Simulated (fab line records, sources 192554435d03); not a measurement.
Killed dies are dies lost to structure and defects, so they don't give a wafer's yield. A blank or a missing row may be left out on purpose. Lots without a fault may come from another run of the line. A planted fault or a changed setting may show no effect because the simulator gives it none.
One fault seen from 2 desks | flow n5_finfet | each desk has only its own numbers; what lay behind them comes last

THE TOOL OWNER'S DESK: litho_track-05
The tool's own readings at N5_BEOL_M11_COAT_60 (time 60 s, resist thk 30 nm): means of the sampled wafers that have a number, for each lot that ran on this tool. A lot is out of limits, marked OUT, if its mean lies more than 4 standard deviations from the usual mean; the brackets give that distance.
Columns: A = resist_line_temp_C at N5_BEOL_M11_COAT_60, usual 23.00 C; B = spin_speed_rpm at N5_BEOL_M11_COAT_60, usual 1500.0 rpm
lot  | first seen here | A     | B
L104 | day 10 20:58    | 22.99 | 1499.8
L106 | day 11 15:14    | 23.04 | 1423.5 (-70) OUT
L109 | day 12 12:14    | 22.94 | 1424.4 (-69) OUT
L118 | day 14 22:45    | 22.97 | 1500.4
L119 | day 15 08:28    | 22.95 | 1500.1
L122 | day 15 15:55    | 23.16 | 1499.4
L120 | day 15 19:58    | 23.06 | 1500.5
This desk's finding: out of limits on L106, L109; first on L106, day 11 15:14 (spin_speed_rpm at N5_BEOL_M11_COAT_60). In limits: L104, L118, L119, L122, L120.

THE METROLOGY DESK
What the gauges read, lot by lot, whatever tool the lot ran on: means of the sampled wafers that have a number. A lot is out of limits, marked OUT, if its mean lies more than 4 standard deviations from the usual mean; the brackets give that distance.
Columns: A = M11_ILD_THK at N5_BEOL_M11_THK_MEAS_01, usual 267 nm
lot  | first seen here | A
L102 | day 10 07:33    | 272
L104 | day 10 20:04    | 267
L103 | day 10 21:10    | 268
L106 | day 11 15:00    | 268
L109 | day 12 10:34    | 268
L118 | day 14 21:19    | 267
L119 | day 15 07:46    | 261
L122 | day 15 13:47    | 265
L120 | day 15 18:11    | 270
L121 | day 15 18:59    | 267
L123 | day 16 07:44    | 265
This desk's finding: nothing out of limits on any of the 11 lots.

PUT TOGETHER
The tool owner's desk could have raised an alarm at day 11 15:14, on L106, L109.
The metrology desk saw nothing out of limits.
The metrology desk has L106, L109 on record, within its limits.
Of the lots named, all ran N5_BEOL_M11_COAT_60 on litho_track-05.

WHAT THE SIMULATOR HAD PUT IN
Process parameter drift: litho_track-05, from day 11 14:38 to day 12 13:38, at N5_BEOL_M11_COAT_60. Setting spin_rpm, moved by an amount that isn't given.
Lots struck among those shown: L106, L109.
Hours from the fault's start to each desk's first reading out of limits: the tool owner's desk, 1.
